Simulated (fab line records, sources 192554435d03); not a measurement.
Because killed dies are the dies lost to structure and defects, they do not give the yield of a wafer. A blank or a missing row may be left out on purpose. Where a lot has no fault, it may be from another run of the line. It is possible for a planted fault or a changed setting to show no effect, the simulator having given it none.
fab line records | flow n5_finfet | part 1 of 2: steps 1 to 23 of 31
record: lots: 5 wafers: 15 last_day: 18
route steps=1938 shown BEOL_M14@1720
lots that met no fault: taken from a fault-free run of the same line
start_h: hours from the record's first day to the start of the lot's first wafer shown | wait_h: hours since the lot's step before | " as in the row above | L1.1+2: a single row standing in for several wafers | - either no value or no given start | * or withheld: withheld | < > ~ a bound
route shown NAME@n: a module of which the file shows steps, and the number in the route of the first | usual: average and standard deviation across the fault-free wafers | same: alike in all rows | chamber/n: place in a boat | sites: per-site readings | _std_site: how widely they spread, as a standard deviation | _edge_site: mean of outer sites minus mean of inner sites | radius_mm: how far each site lies from the wafer's centre | mask NAME#n: copy n | behind: the last tool/chamber to shape the wafer | hold: the reason the lot was held/the length of the hold in hours/how it ended | device: the n, p or np transistor that did not switch | end of line: tests run on the same wafers once the route is complete | a step given without rows: its recipe and nothing more | killed: count of dies lost to structure and defects at first sort (not the wafer's yield) | map: shows each die of a wafer: x if killed, . if not, _ if none is there
set.NAME: the run value of the setting; set.NAME@STEP: its run value at that earlier step | model.NAME: the simulator's own value behind a step, which no gauge read
lots at selected steps of the route; one table per step, one row per wafer
services: a tool's chamber out of use, with start hour (start_h, from the record's first day; less than 0 if before it), hours out, and reason
== steps ==
step: N5_BEOL_M14_EBR_06
recipe: solvent: PGMEA ebr_width_mm: 1.5
usual: resist_line_temp_C: 23.01/0.12
columns lot.wafer tool chamber start_h wait_h resist_line_temp_C
L077.1 litho_track-01 0 - - 23.03
L077.2 " 0 " " 23.07
L077.6 " 0 " " 23.04
L082.2 litho_track-03 0 - - 23.03
L082.5 " 0 " " 23.05
L082.6 " 0 " " 23.09
L090.1 litho_track-05 0 - - 23.08
L090.2 " 0 " " 23.09
L090.3 " 0 " " 23.13
L095.1 litho_track-01 0 - - 22.89
L095.2 " 0 " " 22.91
L095.3 " 0 " " 22.93
L097.1 litho_track-03 0 - - 23.14
L097.3 " 0 " " 22.94
L097.6 " 0 " " 23.19
step: N5_BEOL_M14_SOFTBAKE_05
recipe: temp_c: 130 time_s: 60
usual: resist_line_temp_C: 23.01/0.097
columns lot.wafer tool chamber start_h wait_h resist_line_temp_C
L077.1 litho_track-01 0 - - 22.95
L077.2 " 0 " " 22.90
L077.6 " 0 " " 23.07
L082.2 litho_track-03 0 - - 23.26
L082.5 " 0 " " 23.01
L082.6 " 0 " " 23.09
L090.1 litho_track-05 0 - - 22.98
L090.2 " 0 " " 22.95
L090.3 " 0 " " 22.98
L095.1 litho_track-01 0 - - 22.83
L095.2 " 0 " " 22.95
L095.3 " 0 " " 22.91
L097.1 litho_track-03 0 - - 23.08
L097.3 " 0 " " 23.08
L097.6 " 0 " " 22.97
step: N5_BEOL_M14_EXPOSE_07
recipe: mask_id: V13 na: 0.8 source_shape: annular sigma_inner: 0.5 sigma_outer: 0.8 polarization: unpolarized attpsm_phase_deg: 180 dose_mj: 57
columns lot.wafer tool chamber start_h wait_h mask
L077.1+2+6 krf_scanner-02 0 254.89 - V13#0
L082.2+5+6 krf_scanner-02 0 302.00 - V13#0
L090.1+2+3 krf_scanner-02 0 353.57 - V13#0
L095.1+2+3 krf_scanner-02 0 374.31 - V13#0
L097.1+3+6 krf_scanner-02 0 408.06 - V13#0
step: N5_BEOL_M14_PEB_08
recipe: peb_temp_c: 130 peb_time_s: 90
usual: resist_line_temp_C: 23.04/0.11
columns lot.wafer tool chamber start_h wait_h resist_line_temp_C
L077.1 litho_track-01 0 254.95 0.1 23.11
L077.2 " 0 " " 23.00
L077.6 " 0 " " 23.00
L082.2 litho_track-03 0 302.06 0.0 23.05
L082.5 " 0 " " 23.05
L082.6 " 0 " " 23.00
L090.1 litho_track-05 0 353.63 0.1 23.00
L090.2 " 0 " " 23.02
L090.3 " 0 " " 23.16
L095.1 litho_track-03 0 374.38 0.1 22.92
L095.2 " 0 " " 22.96
L095.3 " 0 " " 23.08
L097.1 litho_track-03 0 408.12 0.1 22.90
L097.3 " 0 " " 22.97
L097.6 " 0 " " 22.93
step: N5_BEOL_M14_DEVELOP_09
recipe: develop_time_s: 45 rinse_liquid: diw dry: air_spin dev_temp_c: 21
usual: resist_line_temp_C: 23.00/0.1
columns lot.wafer tool chamber start_h wait_h resist_line_temp_C
L077.1 litho_track-01 0 - - 23.03
L077.2 " 0 " " 23.03
L077.6 " 0 " " 22.93
L082.2 litho_track-03 0 - - 23.13
L082.5 " 0 " " 22.92
L082.6 " 0 " " 23.13
L090.1 litho_track-05 0 - - 23.09
L090.2 " 0 " " 22.98
L090.3 " 0 " " 23.03
L095.1 litho_track-03 0 - - 22.95
L095.2 " 0 " " 22.88
L095.3 " 0 " " 23.03
L097.1 litho_track-03 0 - - 23.04
L097.3 " 0 " " 23.00
L097.6 " 0 " " 23.06
step: N5_BEOL_M14_HARDBAKE_14
recipe: temp_c: 130 time_s: 120
usual: resist_line_temp_C: 23.00/0.11
columns lot.wafer tool chamber start_h wait_h resist_line_temp_C
L077.1 litho_track-01 0 - - 22.77
L077.2 " 0 " " 22.87
L077.6 " 0 " " 22.79
L082.2 litho_track-03 0 - - 23.34
L082.5 " 0 " " 23.03
L082.6 " 0 " " 23.12
L090.1 litho_track-05 0 - - 22.88
L090.2 " 0 " " 22.92
L090.3 " 0 " " 22.93
L095.1 litho_track-03 0 - - 22.98
L095.2 " 0 " " 22.96
L095.3 " 0 " " 23.05
L097.1 litho_track-03 0 - - 22.97
L097.3 " 0 " " 23.11
L097.6 " 0 " " 23.02
step: N5_BEOL_M14_CD_MEAS_10
recipe: target_cd_nm: 250 landing_energy_ev: 500 detector: se_inlens polarity: opening
usual: cd_nm: 251.6/2.2
columns lot.wafer tool chamber start_h wait_h cd_nm
L077.1 cd_sem-03 0 255.07 - 250.5
L077.2 " 0 " " 250.8
L077.6 " 0 " " 247.7
L082.2 cd_sem-02 0 302.17 - 250.9
L082.5 " 0 " " 252.0
L082.6 " 0 " " 251.2
L090.1 cd_sem-03 0 353.74 - 251.8
L090.2 " 0 " " 253.7
L090.3 " 0 " " 255.7
L095.1 cd_sem-02 0 374.49 - 251.2
L095.2 " 0 " " 250.8
L095.3 " 0 " " 251.1
L097.1 cd_sem-03 0 408.23 - 252.0
L097.3 " 0 " " 252.3
L097.6 " 0 " " 251.0
step: N5_BEOL_M14_OVL_MEAS_11
recipe: points_per_wafer: 44
usual: V13_OVL: 5/5.5
columns lot.wafer tool chamber start_h wait_h V13_OVL[nm]
L077.1 overlay-01 0 255.10 0.0 2
L077.2 " 0 " " 8
L077.6 " 0 " " 7
L082.2 overlay-01 0 302.20 0.0 9
L082.5 " 0 " " -2
L082.6 " 0 " " 3
L090.1 overlay-02 0 353.77 0.0 3
L090.2 " 0 " " 4
L090.3 " 0 " " 3
L095.1 overlay-01 0 374.52 0.0 11
L095.2 " 0 " " 19
L095.3 " 0 " " 5
L097.1 overlay-02 0 408.26 0.0 1
L097.3 " 0 " " -6
L097.6 " 0 " " -13
step: N5_BEOL_M14_INSPECT_12
recipe: mode: adi inspect_instrument: macro
usual: raw_defect_count: 1.8/1.2
columns lot.wafer tool chamber start_h wait_h raw_defect_count
L077.1 defect_inspect-02 - 255.12 0.0 2
L077.2 " - " " 4
L077.6 " - " " 5
L082.2 defect_inspect-02 - 302.23 0.0 2
L082.5 " - " " 4
L082.6 " - " " 0
L090.1 defect_inspect-01 - 353.80 0.0 3
L090.2 " - " " 1
L090.3 " - " " 2
L095.1 defect_inspect-01 - 374.55 0.0 0
L095.2 " - " " 2
L095.3 " - " " 4
L097.1 defect_inspect-02 - 408.28 0.0 1
L097.3 " - " " 2
L097.6 " - " " 5
step: N5_BEOL_M14_DESCUM_15
recipe: chemistry: O2 time_s: 7.9 source_power_w: 50 bias_power_w: 20 pressure_mtorr: 20 rf_frequency_hz: 2.712e+07 temp_c: 40 o2_flow_sccm: 225
usual: drypump_motor_current_A: 5.5/0.45 oes_product_au: 0.79/0.066 rf_vpp_V: 243.2/1.2 showerhead_plenum_p_Torr: 2.09/0.063 throttle_valve_pct: 20.22/0.22
columns lot.wafer tool chamber start_h wait_h drypump_motor_current_A oes_product_au rf_hours_counter_h rf_vpp_V showerhead_plenum_p_Torr throttle_valve_pct
L077.1 rie_diel-01 2 255.47 0.3 5.6 0.87 54 242.3 2.12 20.35
L077.2 " 1 " " 5.5 0.86 37 243.3 2.15 20.00
L077.6 " 2 " " 5.6 0.87 - 244.5 2.12 20.36
L082.2 rie_diel-01 3 302.26 0.0 4.8 0.73 140 243.0 2.06 19.82
L082.5 " 1 " " 5.5 0.84 - 244.8 2.14 20.03
L082.6 " 0 " " 5.6 0.69 - 245.4 2.15 20.30
L090.1 rie_diel-02 2 353.83 0.0 6.1 0.78 84 242.3 2.03 20.02
L090.2 " 0 " " 6.2 0.81 78 242.4 2.00 20.42
L090.3 " 0 " " 6.2 0.81 - 241.5 2.00 20.42
L095.1 rie_diel-02 3 374.73 0.2 6.1 1.00 1 242.7 2.05 20.34
L095.2 " 1 " " 5.4 0.74 143 241.2 2.01 20.05
L095.3 " 2 " " 6.2 0.78 93 241.1 2.03 20.02
L097.1 rie_diel-02 0 408.32 0.0 6.2 0.79 99 242.5 1.99 20.45
L097.3 " 3 " " 6.1 0.93 12 243.3 2.04 20.39
L097.6 " 1 " " 5.4 0.72 - 242.3 2.01 20.09
step: N5_BEOL_M14_ETCH_59
recipe: chemistry: N2/H2 target: BARC target_depth_a: 890 overetch_a: 267 time_s: 67.9 ion_energy_ev: 200 pressure_mtorr: 30 source_w: 840 bias_w: 150 n2_flow_sccm: 200 h2_flow_sccm: 200
usual: drypump_motor_current_A: 5.6/0.45 n2_flow_sccm: 200.0/0.57 oes_product_au: 0.68/0.053 rf_vpp_V: 524.0/2 showerhead_plenum_p_Torr: 2.54/0.077 throttle_valve_pct: 17.73/0.17
columns lot.wafer tool chamber start_h wait_h drypump_motor_current_A n2_flow_sccm oes_product_au rf_hours_counter_h rf_vpp_V showerhead_plenum_p_Torr throttle_valve_pct
L077.1 rie_diel-01 2 255.50 0.0 5.6 199.8 0.73 54 524.4 2.58 17.73
L077.2 " 1 " " 5.5 200.9 0.74 37 524.6 2.58 17.38
L077.6 " 2 " " 5.6 199.8 0.72 - 524.9 2.58 17.76
L082.2 rie_diel-01 3 302.29 0.0 4.8 200.7 0.63 140 524.3 2.55 17.66
L082.5 " 1 " " 5.6 199.6 0.71 - 525.4 2.57 17.39
L082.6 " 0 " " 5.6 199.1 0.59 - 525.5 2.62 17.83
L090.1 rie_diel-02 2 353.89 0.0 6.2 200.6 0.69 84 522.4 2.47 17.49
L090.2 " 0 " " 6.2 199.7 0.70 78 521.8 2.45 17.97
L090.3 " 0 " " 6.2 199.5 0.70 - 522.5 2.45 17.98
L095.1 rie_diel-02 3 374.76 0.0 6.1 200.2 0.84 1 522.9 2.47 17.66
L095.2 " 1 " " 5.4 201.0 0.64 143 522.1 2.44 17.62
L095.3 " 2 " " 6.2 200.2 0.68 93 521.1 2.47 17.51
L097.1 rie_diel-02 0 408.35 0.0 6.2 199.3 0.67 99 522.2 2.44 18.00
L097.3 " 3 " " 6.1 199.6 0.80 12 522.9 2.47 17.68
L097.6 " 1 " " 5.4 199.8 0.63 - 520.0 2.43 17.65
step: N5_BEOL_M14_VIA_ETCH_16
recipe: chemistry: C4F8/O2/Ar target: SiO2 he_inner_torr: 15 he_outer_torr: 30 target_depth_a: 12313 time_s: withheld ion_energy_ev: 800 pressure_mtorr: 20 source_w: 1905 bias_w: 2040 Ar_flow_sccm: 400 C4F8_flow_sccm: 16 O2_flow_sccm: 12 ends: cleared
usual: drypump_motor_current_A: 5.6/0.45 oes_product_au: 0.71/0.06 rf_vpp_V: 2249/64 showerhead_plenum_p_Torr: 3.45/0.097 throttle_valve_pct: 30.7/0.3
columns lot.wafer tool chamber start_h wait_h drypump_motor_current_A oes_product_au rf_vpp_V showerhead_plenum_p_Torr throttle_valve_pct
L077.1 rie_diel-01 2 255.55 0.0 5.6 0.78 2225 3.51 31.1
L077.2 " 1 " " 5.5 0.78 2351 3.50 30.4
L077.6 " 2 " " 5.6 0.77 2222 3.51 31.1
L082.2 rie_diel-01 3 302.35 0.0 4.8 0.67 2138 3.44 30.5
L082.5 " 1 " " 5.5 0.75 2350 3.49 30.4
L082.6 " 0 " " 5.7 0.62 2327 3.54 30.6
L090.1 rie_diel-02 2 353.96 0.1 6.2 0.71 2320 3.35 30.4
L090.2 " 0 " " 6.2 0.75 2224 3.32 31.0
L090.3 " 0 " " 6.2 0.75 2225 3.32 31.0
L095.1 rie_diel-02 3 374.82 0.0 6.1 0.89 2238 3.41 31.2
L095.2 " 1 " " 5.4 0.68 2222 3.28 30.1
L095.3 " 2 " " 6.2 0.70 2320 3.34 30.5
L097.1 rie_diel-02 0 408.41 0.0 6.2 0.73 2223 3.31 31.0
L097.3 " 3 " " 6.1 0.83 2238 3.41 31.2
L097.6 " 1 " " 5.4 0.66 2222 3.28 30.1
step: N5_BEOL_M14_STRIP_63
recipe: chemistry: O2 power_w: 600 temp_c: 60 pressure_mtorr: 30 rf_frequency_hz: 6e+07 bias_power_w: 0 overash_fraction: 0.3 o2_flow_sccm: 225
usual: drypump_motor_current_A: 5.5/0.45 oes_product_au: 0.79/0.066 rf_vpp_V: 3.7/0.92 showerhead_plenum_p_Torr: 2.09/0.063 throttle_valve_pct: 16.49/0.21
columns lot.wafer tool chamber start_h wait_h drypump_motor_current_A oes_product_au rf_hours_counter_h rf_vpp_V showerhead_plenum_p_Torr throttle_valve_pct
L077.1 rie_diel-01 2 - - 5.6 0.87 55 2.8 2.12 16.55
L077.2 " 1 " " 5.5 0.86 37 4.2 2.15 16.28
L077.6 " 2 " " 5.6 0.87 - 2.7 2.12 16.55
L082.2 rie_diel-01 3 - - 4.8 0.73 141 2.4 2.06 16.14
L082.5 " 1 " " 5.6 0.82 - 4.2 2.15 16.27
L082.6 " 0 " " 5.6 0.70 - 2.2 2.15 16.68
L090.1 rie_diel-02 2 - - 6.2 0.77 84 5.0 2.04 16.27
L090.2 " 0 " " 6.2 0.81 78 1.8 2.00 16.74
L090.3 " 0 " " 6.2 0.82 - 2.7 2.00 16.71
L095.1 rie_diel-02 3 - - 6.1 1.00 1 3.0 2.05 16.51
L095.2 " 1 " " 5.4 0.73 144 3.9 2.02 16.36
L095.3 " 2 " " 6.2 0.76 93 3.3 2.03 16.28
L097.1 rie_diel-02 0 - - 6.2 0.80 99 3.5 1.99 16.76
L097.3 " 3 " " 6.1 0.94 12 2.7 2.05 16.55
L097.6 " 1 " " 5.4 0.74 - 2.6 2.01 16.43
step: N5_BEOL_M14_STRIP_64
recipe: chemistry: O2 power_w: 600 temp_c: 60 pressure_mtorr: 30 rf_frequency_hz: 6e+07 bias_power_w: 0 overash_fraction: 0.3 o2_flow_sccm: 225
usual: drypump_motor_current_A: 5.5/0.45 oes_product_au: 0.79/0.065 rf_vpp_V: 3.7/0.45 showerhead_plenum_p_Torr: 2.09/0.063 throttle_valve_pct: 16.49/0.21
columns lot.wafer tool chamber start_h wait_h drypump_motor_current_A oes_product_au rf_hours_counter_h rf_vpp_V showerhead_plenum_p_Torr throttle_valve_pct
L077.1 rie_diel-01 2 - - 5.6 0.86 55 4.1 2.12 16.52
L077.2 " 1 " " 5.5 0.86 37 2.6 2.15 16.26
L077.6 " 2 " " 5.6 0.87 - 3.6 2.12 16.54
L082.2 rie_diel-01 3 - - 4.8 0.73 141 3.6 2.06 16.15
L082.5 " 1 " " 5.5 0.83 - 4.0 2.15 16.29
L082.6 " 0 " " 5.6 0.69 - 3.6 2.15 16.65
L090.1 rie_diel-02 2 - - 6.2 0.77 84 4.3 2.04 16.26
L090.2 " 0 " " 6.2 0.82 78 4.3 2.00 16.71
L090.3 " 0 " " 6.3 0.82 - 3.0 2.00 16.72
L095.1 rie_diel-02 3 - - 6.1 0.99 1 3.4 2.05 16.53
L095.2 " 1 " " 5.4 0.74 144 3.8 2.02 16.38
L095.3 " 2 " " 6.2 0.77 93 2.9 2.03 16.28
L097.1 rie_diel-02 0 - - 6.2 0.80 99 4.7 1.99 16.74
L097.3 " 3 " " 6.1 0.94 12 3.6 2.05 16.54
L097.6 " 1 " " 5.4 0.73 - 3.6 2.01 16.39
step: N5_BEOL_M14_STRIP_71
recipe: chemistry: post_etch_residue_remover time_s: 60 temp_c: 25 remover_ph: withheld remover_water_wt_pct: withheld remover_fluoride_wt_pct: withheld
columns lot.wafer tool chamber start_h wait_h
L077.1+2+6 wet_bench-04 6,0,7 255.84 -
L082.2+5+6 wet_bench-04 0,3,7 302.63 -
L090.1+2+3 wet_bench-01 1,0,2 354.38 -
L095.1+2+3 wet_bench-04 4,3,6 375.10 -
L097.1+3+6 wet_bench-06 4,1,2 408.69 -
step: N5_BEOL_M14_SRD_72
recipe: time_s: 30 temp_c: 23 rinse_liquid: diw dry: n2_spin spin_rpm: 1500 dry_time_s: 30
columns lot.wafer tool chamber start_h wait_h
L077.1+2+6 wet_bench-04 6,0,7 255.86 0.0
L082.2+5+6 wet_bench-04 0,3,7 302.65 0.0
L090.1+2+3 wet_bench-01 1,0,2 354.40 0.0
L095.1+2+3 wet_bench-04 4,3,6 375.12 0.0
L097.1+3+6 wet_bench-06 4,1,2 408.71 0.0
step: N5_BEOL_M14_CD_MEAS_17
recipe: target_cd_nm: 250 polarity: opening
usual: cd_nm: 252.2/2.6
columns lot.wafer tool chamber start_h wait_h cd_nm
L077.1 cd_sem-01 - 255.90 0.0 251.8
L077.2 " - " " 250.9
L077.6 " - " " 248.6
L082.2 cd_sem-03 - 302.70 0.0 253.6
L082.5 " - " " 252.5
L082.6 " - " " 252.3
L090.1 cd_sem-01 - 354.44 0.0 254.1
L090.2 " - " " 255.3
L090.3 " - " " 258.4
L095.1 cd_sem-02 - 375.16 0.0 251.8
L095.2 " - " " 250.9
L095.3 " - " " 251.7
L097.1 cd_sem-02 - 408.75 0.0 252.8
L097.3 " - " " 251.0
L097.6 " - " " 252.4
step: N5_BEOL_M14_COAT_65
recipe: resist: SOC temp_c: 250 time_s: 60 spin_rpm: 1500 resist_thk_nm: 450
usual: resist_line_temp_C: 23.01/0.11
columns lot.wafer tool chamber start_h wait_h resist_line_temp_C
L077.1 litho_track-01 0 255.94 0.0 23.02
L077.2 " 0 " " 23.11
L077.6 " 0 " " 22.98
L082.2 litho_track-03 0 302.73 0.0 23.01
L082.5 " 0 " " 23.09
L082.6 " 0 " " 23.18
L090.1 litho_track-05 0 354.48 0.0 23.01
L090.2 " 0 " " 23.03
L090.3 " 0 " " 22.99
L095.1 litho_track-01 0 375.20 0.0 23.00
L095.2 " 0 " " 22.86
L095.3 " 0 " " 22.88
L097.1 litho_track-05 0 408.79 0.0 23.02
L097.3 " 0 " " 23.09
L097.6 " 0 " " 22.95
step: N5_BEOL_M14_COAT_66
recipe: resist: SiARC temp_c: 220 time_s: 60 spin_rpm: 1500 resist_thk_nm: 110
usual: resist_line_temp_C: 22.98/0.096
columns lot.wafer tool chamber start_h wait_h resist_line_temp_C
L077.1 litho_track-01 0 - - 22.87
L077.2 " 0 " " 22.89
L077.6 " 0 " " 22.86
L082.2 litho_track-03 0 - - 22.87
L082.5 " 0 " " 23.04
L082.6 " 0 " " 22.84
L090.1 litho_track-05 0 - - 23.11
L090.2 " 0 " " 22.97
L090.3 " 0 " " 23.05
L095.1 litho_track-01 0 - - 23.05
L095.2 " 0 " " 23.07
L095.3 " 0 " " 22.89
L097.1 litho_track-05 0 - - 22.86
L097.3 " 0 " " 22.94
L097.6 " 0 " " 22.90
step: N5_BEOL_M14_COAT_22
recipe: spin_rpm: 2888 resist_thk_nm: 300
usual: resist_line_temp_C: 22.98/0.11
columns lot.wafer tool chamber start_h wait_h resist_line_temp_C
L077.1 litho_track-01 0 - - 22.99
L077.2 " 0 " " 22.83
L077.6 " 0 " " 22.82
L082.2 litho_track-03 0 - - 22.97
L082.5 " 0 " " 22.94
L082.6 " 0 " " 23.01
L090.1 litho_track-05 0 - - 23.08
L090.2 " 0 " " 22.93
L090.3 " 0 " " 22.91
L095.1 litho_track-01 0 - - 22.78
L095.2 " 0 " " 23.01
L095.3 " 0 " " 22.82
L097.1 litho_track-05 0 - - 23.02
L097.3 " 0 " " 23.05
L097.6 " 0 " " 22.98
step: N5_BEOL_M14_EBR_24
recipe: solvent: PGMEA ebr_width_mm: 1.5
usual: resist_line_temp_C: 23.01/0.1
columns lot.wafer tool chamber start_h wait_h resist_line_temp_C
L077.1 litho_track-01 0 - - 23.12
L077.2 " 0 " " 23.13
L077.6 " 0 " " 23.10
L082.2 litho_track-03 0 - - 23.06
L082.5 " 0 " " 22.89
L082.6 " 0 " " 23.06
L090.1 litho_track-05 0 - - 23.07
L090.2 " 0 " " 23.02
L090.3 " 0 " " 23.00
L095.1 litho_track-01 0 - - 22.95
L095.2 " 0 " " 22.91
L095.3 " 0 " " 22.96
L097.1 litho_track-05 0 - - 22.94
L097.3 " 0 " " 23.06
L097.6 " 0 " " 23.00
step: N5_BEOL_M14_SOFTBAKE_23
recipe: temp_c: 130 time_s: 60
usual: resist_line_temp_C: 22.97/0.096
columns lot.wafer tool chamber start_h wait_h resist_line_temp_C
L077.1 litho_track-01 0 - - 23.02
L077.2 " 0 " " 22.85
L077.6 " 0 " " 22.94
L082.2 litho_track-03 0 - - 23.09
L082.5 " 0 " " 22.90
L082.6 " 0 " " 23.00
L090.1 litho_track-05 0 - - 22.82
L090.2 " 0 " " 22.91
L090.3 " 0 " " 22.82
L095.1 litho_track-01 0 - - 22.93
L095.2 " 0 " " 22.98
L095.3 " 0 " " 22.83
L097.1 litho_track-05 0 - - 22.96
L097.3 " 0 " " 23.08
L097.6 " 0 " " 22.98
step: N5_BEOL_M14_EXPOSE_25
recipe: mask_id: M14 na: 0.8 source_shape: annular sigma_inner: 0.5 sigma_outer: 0.8 polarization: unpolarized target_cd_nm: 280 dose_mj: 26.6
columns lot.wafer tool chamber start_h wait_h mask
L077.1+2+6 krf_scanner-02 0 256.05 - M14#0
L082.2+5+6 krf_scanner-01 0 302.98 - M14#0
L090.1+2+3 krf_scanner-02 0 354.60 - M14#0
L095.1+2+3 krf_scanner-02 0 375.49 - M14#0
L097.1+3+6 krf_scanner-01 0 408.91 - M14#0
